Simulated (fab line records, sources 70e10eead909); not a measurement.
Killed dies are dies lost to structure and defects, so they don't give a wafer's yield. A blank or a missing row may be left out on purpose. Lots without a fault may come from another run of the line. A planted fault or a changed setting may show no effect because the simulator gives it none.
Which tool did it? | flow nand_harc | 24 lots, 72 wafers sampled, at 4 steps of a route of 1159

WHAT THE GAUGES READ, wafer by wafer
NHARC_P_CONTACT_INSPECT_27. Usual: raw_defect_count 295, standard deviation 130.
lot  | measured     | on                | raw_defect_count | flag
L074 | day 6 02:14  | defect_inspect-01 | 188 172 257      |
L075 | day 6 09:03  | defect_inspect-02 | 178 210 212      |
L076 | day 6 12:52  | defect_inspect-01 | 328 199 230      |
L077 | day 6 18:45  | defect_inspect-02 | 278 431 229      |
L078 | day 6 21:59  | defect_inspect-01 | 266 270 379      |
L080 | day 6 23:58  | defect_inspect-02 | 342 314 196      |
L079 | day 7 00:32  | defect_inspect-02 | 279 241 225      |
L081 | day 7 12:25  | defect_inspect-01 | 280 278 561      |
L082 | day 7 14:47  | defect_inspect-02 | 413 290 269      |
L083 | day 8 05:20  | defect_inspect-01 | 266 177 220      |
L085 | day 8 12:39  | defect_inspect-01 | 297 408 486      |
L084 | day 8 13:27  | defect_inspect-02 | 584 178 220      |
L088 | day 9 01:44  | defect_inspect-02 | 176 333 139      |
L087 | day 9 03:02  | defect_inspect-02 | 357 141 258      |
L086 | day 9 03:35  | defect_inspect-02 | 127 215 263      |
L090 | day 9 21:01  | defect_inspect-02 | 384 232 238      |
L089 | day 9 21:33  | defect_inspect-01 | 214 299 143      |
L091 | day 10 04:02 | defect_inspect-02 | 590 881 521      |
L092 | day 10 04:34 | defect_inspect-02 | 182 206 195      |
L094 | day 10 13:58 | defect_inspect-01 | 379 284 314      |
L093 | day 10 14:55 | defect_inspect-01 | 278 442 317      |
L095 | day 11 09:02 | defect_inspect-01 | 293 331 344      |
L096 | day 11 11:34 | defect_inspect-01 | 154 210 161      |
L097 | day 11 23:16 | defect_inspect-01 | 280 245 272      |

NHARC_P_M1_CD_MEAS_09: target cd 130 nm. Usual: cd_nm 130.0 nm, standard deviation 0.62.
lot  | measured     | on        | cd_nm (nm)        | flag
L074 | day 6 07:04  | cd_sem-03 | 130.1 128.7 128.4 |
L075 | day 6 14:01  | cd_sem-02 | 130.1 129.0 129.4 |
L076 | day 6 17:56  | cd_sem-02 | 130.5 129.9 130.9 |
L077 | day 6 23:35  | cd_sem-03 | 130.1 130.5 130.3 |
L078 | day 7 02:43  | cd_sem-01 | 130.4 129.3 130.0 |
L080 | day 7 05:11  | cd_sem-01 | 130.4 129.5 129.0 |
L079 | day 7 05:32  | cd_sem-01 | 129.3 130.0 130.7 |
L081 | day 7 17:23  | cd_sem-02 | 129.3 130.1 130.1 |
L082 | day 7 19:37  | cd_sem-02 | 129.9 130.6 129.8 |
L083 | day 8 10:10  | cd_sem-03 | 130.2 130.2 129.3 |
L085 | day 8 17:37  | cd_sem-03 | 129.5 129.1 129.8 |
L084 | day 8 18:35  | cd_sem-03 | 130.4 129.9 129.6 |
L088 | day 9 06:58  | cd_sem-02 | 130.6 131.2 130.2 |
L087 | day 9 08:40  | cd_sem-01 | 130.3 131.2 131.0 |
L086 | day 9 08:42  | cd_sem-03 | 130.8 131.4 130.6 |
L090 | day 10 02:02 | cd_sem-01 | 129.2 128.8 129.4 |
L089 | day 10 02:43 | cd_sem-01 | 130.0 130.0 130.2 |
L091 | day 10 09:23 | cd_sem-03 | 129.6 130.9 129.5 |
L092 | day 10 10:04 | cd_sem-03 | 129.7 129.9 129.3 |
L094 | day 10 18:51 | cd_sem-02 | 130.6 130.4 130.2 |
L093 | day 10 19:41 | cd_sem-01 | 130.4 131.1 130.3 |
L095 | day 11 13:58 | cd_sem-02 | 129.5 129.6 129.6 |
L096 | day 11 16:35 | cd_sem-03 | 130.2 131.2 130.8 |
L097 | day 12 04:14 | cd_sem-02 | 130.8 130.8 130.5 |

NHARC_P_M2_INSPECT_11. Usual: raw_defect_count 4.7, standard deviation 2.6.
lot  | measured     | on                | raw_defect_count | flag
L074 | day 6 11:23  | defect_inspect-01 | 4 2 11           |
L075 | day 6 18:17  | defect_inspect-02 | 7 2 1            |
L076 | day 6 22:07  | defect_inspect-02 | 4 2 2            |
L077 | day 7 03:53  | defect_inspect-01 | 3 1 3            |
L078 | day 7 07:04  | defect_inspect-01 | 8 5 3            |
L080 | day 7 09:34  | defect_inspect-01 | 5 4 11           |
L079 | day 7 09:46  | defect_inspect-01 | 1 3 2            |
L081 | day 7 21:50  | defect_inspect-01 | 5 3 3            |
L082 | day 8 00:02  | defect_inspect-02 | 8 8 7            |
L083 | day 8 14:31  | defect_inspect-02 | 3 4 7            |
L085 | day 8 21:55  | defect_inspect-01 | 7 9 5            |
L084 | day 8 22:55  | defect_inspect-02 | 5 3 8            |
L088 | day 9 11:31  | defect_inspect-01 | 2 4 5            |
L087 | day 9 12:50  | defect_inspect-01 | 9 11 2           |
L086 | day 9 13:17  | defect_inspect-02 | 7 2 7            |
L090 | day 10 06:27 | defect_inspect-01 | 5 7 2            |
L089 | day 10 07:10 | defect_inspect-02 | 4 4 5            |
L091 | day 10 13:57 | defect_inspect-01 | 4 2 1            |
L092 | day 10 14:36 | defect_inspect-02 | 5 3 3            |
L094 | day 10 23:14 | defect_inspect-01 | 3 6 3            |
L093 | day 11 00:03 | defect_inspect-02 | 3 2 6            |
L095 | day 11 18:07 | defect_inspect-02 | 9 3 3            |
L096 | day 11 20:54 | defect_inspect-01 | 7 4 4            |
L097 | day 12 08:59 | defect_inspect-02 | 5 5 2            |

WHICH TOOL RAN EACH LOT (tool, then ch and the chambers of the sampled wafers, then the start)
lot  | NHARC_P_GATE_DEGAS_109
L074 | pvd_sputter-01, day 5 11:41
L075 | pvd_sputter-02, day 5 22:11
L076 | pvd_sputter-02, day 6 00:10
L077 | pvd_sputter-03, day 6 06:32
L078 | pvd_sputter-03, day 6 08:05
L080 | pvd_sputter-03, day 6 17:06
L079 | pvd_sputter-02, day 6 17:56
L081 | pvd_sputter-03, day 7 01:56
L082 | pvd_sputter-01, day 7 09:05
L083 | pvd_sputter-03, day 7 22:55
L085 | pvd_sputter-03, day 8 06:49
L084 | pvd_sputter-03, day 8 07:35
L088 | pvd_sputter-01, day 8 16:35
L087 | pvd_sputter-03, day 8 17:21
L086 | pvd_sputter-02, day 8 18:20
L090 | pvd_sputter-02, day 9 11:58
L089 | pvd_sputter-01, day 9 12:16
L091 | pvd_sputter-02, day 9 18:11
L092 | pvd_sputter-01, day 9 18:59
L094 | pvd_sputter-03, day 10 04:56
L093 | pvd_sputter-01, day 10 05:21
L095 | pvd_sputter-03, day 10 20:46
L096 | pvd_sputter-02, day 11 02:38
L097 | pvd_sputter-03, day 11 08:32
- NHARC_P_GATE_DEGAS_109: time 60 s.

WHAT THE TOOLS THEMSELVES READ (means of the sampled wafers that have a number; where no wafer has one, the mark that the record gives instead)
NHARC_P_GATE_DEGAS_109. Usual: heater_power_w 456 W, standard deviation 44.
lot  | tool           | heater_power_w (W) | flag
L074 | pvd_sputter-01 | 421                |
L075 | pvd_sputter-02 | 537                |
L076 | pvd_sputter-02 | 437                |
L077 | pvd_sputter-03 | 441                |
L078 | pvd_sputter-03 | 425                |
L080 | pvd_sputter-03 | 462                |
L079 | pvd_sputter-02 | 529                |
L081 | pvd_sputter-03 | 438                |
L082 | pvd_sputter-01 | 455                |
L083 | pvd_sputter-03 | 458                |
L085 | pvd_sputter-03 | 460                |
L084 | pvd_sputter-03 | 451                |
L088 | pvd_sputter-01 | 465                |
L087 | pvd_sputter-03 | 429                |
L086 | pvd_sputter-02 | 489                |
L090 | pvd_sputter-02 | 488                |
L089 | pvd_sputter-01 | 472                |
L091 | pvd_sputter-02 | 494                |
L092 | pvd_sputter-01 | 464                |
L094 | pvd_sputter-03 | 469                |
L093 | pvd_sputter-01 | 444                |
L095 | pvd_sputter-03 | 443                |
L096 | pvd_sputter-02 | 434                |
L097 | pvd_sputter-03 | 429                |

THE ANSWER, worked out from the rows above alone
Rule: a lot is off if the mean of its wafers that have a number lies more than 3 standard deviations from the usual mean. A lot without any number at a reading at which 4 lots or more have one is off too. The other lots that the step has rows for count as sound. The gauges are gone through in route order, then the tools' own readings, and for those a lot's mean is taken as printed above. The first step at which some lot is off is used, and at that step the reading that is off furthest; a lot without a number counts as furthest.
No lot is off at any reading shown: from this, nothing can be told.

WHAT THE SIMULATOR HAD PUT IN
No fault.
